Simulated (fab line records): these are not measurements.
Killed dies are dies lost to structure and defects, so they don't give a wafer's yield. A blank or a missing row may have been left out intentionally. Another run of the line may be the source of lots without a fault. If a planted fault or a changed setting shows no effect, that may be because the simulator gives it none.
The tool behind it: which one?	flow n5-finfet	Sampling: 11 lots, 33 wafers, 4 of 1938 route steps

## WHAT THE GAUGES READ, wafer by wafer
Not one reading of a measure or inspect step in the record can be checked against a usual standard deviation.

## TOOL THAT RAN EACH LOT (tool first, then ch and the chambers of the sampled wafers, then the start)
lot	N5_BEOL_M7_CMP_52	N5_BEOL_M7_DEP_56	N5_BEOL_M8_CURE_74	N5_BEOL_M8_COAT_05
L491	cmp-02 ch 0,2, day 10 07:20	pecvd-02 ch 0,1, day 10 07:40	uv-cure-02 ch 1, day 10 07:58	litho-track-02 ch 0, day 10 09:23
L492	cmp-02 ch 0,2,3, day 10 17:26	pecvd-02 ch 0,1,2, day 10 17:44	uv-cure-03 ch 2, day 10 18:01	litho-track-03 ch 0, day 10 19:47
L494	cmp-01 ch 0,1,2, day 10 22:50	pecvd-04 ch 0,1,2, day 10 23:10	uv-cure-01 ch 0, day 10 23:31	litho-track-03 ch 0, day 11 01:10
L498	cmp-03 ch 0,1,2, day 12 00:36	pecvd-02 ch 0,1,2, day 12 00:59	uv-cure-03 ch 1, day 12 01:20	litho-track-04 ch 0, day 12 04:48
L502	cmp-03 ch 0,1, day 13 13:56	pecvd-02 ch 0,1, day 13 14:16	uv-cure-01 ch 0, day 13 14:27	litho-track-02 ch 0, day 13 18:00
L505	cmp-02 ch 0,1,3, day 13 21:47	pecvd-03 ch 0,1,2, day 13 22:07	uv-cure-03 ch 2, day 13 22:23	litho-track-02 ch 0, day 13 23:53
L506	cmp-01 ch 0,1,3, day 14 00:35	pecvd-02 ch 1,2, day 14 00:58	uv-cure-02 ch 0, day 14 01:14	litho-track-03 ch 0, day 14 04:13
L507	cmp-02 ch 0,1,3, day 14 09:43	pecvd-02 ch 0,1,2, day 14 10:00	uv-cure-02 ch 2, day 14 10:22	litho-track-04 ch 0, day 14 11:55
L508	cmp-02 ch 0,1, day 14 20:28	pecvd-02 ch 1,2, day 14 20:47	uv-cure-02 ch 1, day 14 21:04	litho-track-03 ch 0, day 14 23:04
L511	cmp-02 ch 0,1,2, day 15 05:02	pecvd-03 ch 0,1,2, day 15 05:19	uv-cure-02 ch 1, day 15 05:35	litho-track-03 ch 0, day 15 08:01
L514	cmp-02 ch 0,3, day 16 14:13	pecvd-03 ch 0,1,2, day 16 14:35	uv-cure-03 ch 2, day 16 14:51	litho-track-04 ch 0, day 16 16:19
- N5_BEOL_M7_CMP_52: polishes, stops on SiCOH lowk, t overpolish 6.9 s, target thk 80 nm.
- N5_BEOL_M7_DEP_56: deposits SiCN from 3MS/NH3, target thk 10 nm, time 17.5 s.
- N5_BEOL_M8_CURE_74: cures SiCOH lowk, time 240 s.
- N5_BEOL_M8_COAT_05: resist thk 90 nm.

## AS READ BY THE TOOLS THEMSELVES (means over the sampled wafers that have a number; for cases with no such wafer, the mark the record gives instead)
N5_BEOL_M7_CMP_52. Usual: barrier-field-endpoint-s 29.0 s, standard deviation 0.68; edge-zone-pressure-frac 0.999, standard deviation 0.0044; motor-current-A 6.1 A, standard deviation 0.43; overpolish-run-s 6.899 s, standard deviation 0.0088; time-to-endpoint-s 63.2 s, standard deviation 2.5.
lot	tool	barrier-field-endpoint-s (s)	edge-zone-pressure-frac	motor-current-A (A)	overpolish-run-s (s)	time-to-endpoint-s (s)	flag
L491	cmp-02	29.0	0.997	6.1	6.899	63.7	
L492	cmp-02	28.6	1.001	6.1	6.898	60.2	
L494	cmp-01	29.6	0.999	6.1	6.901	66.3	
L498	cmp-03	28.5	1.001	6.2	6.899	61.5	
L502	cmp-03	29.8	0.996	5.7	6.895	65.8	
L505	cmp-02	29.6	1.001	6.0	6.897	65.6	
L506	cmp-01	27.9	0.998	6.4	6.908	61.2	
L507	cmp-02	29.0	1.003	6.2	6.906	62.7	
L508	cmp-02	28.9	0.997	5.9	6.904	61.6	
L511	cmp-02	29.0	0.996	5.9	6.897	62.6	
L514	cmp-02	28.7	0.997	6.1	6.900	62.3	

N5_BEOL_M7_DEP_56. Usual: chamber-pressure-Torr 2.999 Torr, standard deviation 0.0061; showerhead-plenum-p-Torr 3.662 Torr, standard deviation 0.0094; throttle-valve-pct 8.97 %, standard deviation 0.24.
lot	tool	chamber-pressure-Torr (Torr)	showerhead-plenum-p-Torr (Torr)	throttle-valve-pct (%)	flag
L491	pecvd-02	3.003	3.666	8.92	
L492	pecvd-02	3.002	3.661	8.72	
L494	pecvd-04	3.000	3.650	9.10	
L498	pecvd-02	2.997	3.667	8.83	
L502	pecvd-02	3.000	3.666	8.98	
L505	pecvd-03	2.995	3.665	9.29	
L506	pecvd-02	3.004	3.664	8.73	
L507	pecvd-02	3.001	3.667	8.91	
L508	pecvd-02	2.995	3.672	8.79	
L511	pecvd-03	2.998	3.661	9.18	
L514	pecvd-03	2.999	3.661	9.18	

N5_BEOL_M8_CURE_74. Usual: lamp-power-pct 52.32 %, standard deviation 0.053; wafer_temp_C_max 387.1, standard deviation 0.58.
lot	tool	lamp-power-pct (%)	wafer_temp_C_max	flag
L491	uv-cure-02	52.32	387.1	
L492	uv-cure-03	52.30	387.8	
L494	uv-cure-01	52.33	386.6	
L498	uv-cure-03	52.39	386.4	
L502	uv-cure-01	52.28	386.9	
L505	uv-cure-03	52.28	387.5	
L506	uv-cure-02	52.35	387.0	
L507	uv-cure-02	52.27	386.6	
L508	uv-cure-02	52.33	387.3	
L511	uv-cure-02	52.27	387.1	
L514	uv-cure-03	52.33	387.8	

N5_BEOL_M8_COAT_05. Usual: exhaust-pa 44.8 Pa, standard deviation 0.99; spin-speed-rpm 1500.2 rpm, standard deviation 1.2.
lot	tool	exhaust-pa (Pa)	spin-speed-rpm (rpm)	flag
L491	litho-track-02	43.7	1501.7	
L492	litho-track-03	44.9	1500.9	
L494	litho-track-03	45.6	1498.6	
L498	litho-track-04	46.1	1500.1	
L502	litho-track-02	43.6	1589.1	OFF
L505	litho-track-02	45.7	1588.7	OFF
L506	litho-track-03	44.2	1499.8	
L507	litho-track-04	44.3	1500.4	
L508	litho-track-03	44.9	1500.2	
L511	litho-track-03	45.2	1501.2	
L514	litho-track-04	45.9	1499.8	

## THE ANSWER, worked out from the rows above alone
Rule: a lot counts as off when the mean over its wafers that have a number is more than 3 standard deviations away from the usual mean. A lot without any number at a reading at which 4 lots or more have one is off too. All remaining lots with rows at the step are treated as sound. The gauges are gone through in route order, then the tools' own readings, and for those a lot's mean is taken as printed above. The first step at which some lot is off is used, and at that step the reading that is off furthest; a lot without a number counts as furthest.
Off at N5_BEOL_M8_COAT_05 (spin-speed-rpm): L502, L505.
A tool fits if, at that step or a process step before it, it ran every lot that is off, and no sound lot after the first of them. One candidate fits, namely litho-track-02 at N5_BEOL_M8_COAT_05. Its last sound lot is L491 (day 10 09:23), its first lot that is off L502 (day 13 18:00): a fault that began between those two fits.
The tool's own readings at N5_BEOL_M8_COAT_05 bear it out: on the lots that are off they differ by more than 5 times the standard deviation of the sound lots' means. spin-speed-rpm reads 1588.9 rpm there against 1500.3 rpm on the sound lots.

## WHAT THE SIMULATOR HAD PUT IN
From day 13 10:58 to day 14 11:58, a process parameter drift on litho-track-02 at N5_BEOL_M8_COAT_05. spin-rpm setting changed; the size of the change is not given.
Lots struck among those shown: L502, L505. The rule given above showed the same thing.
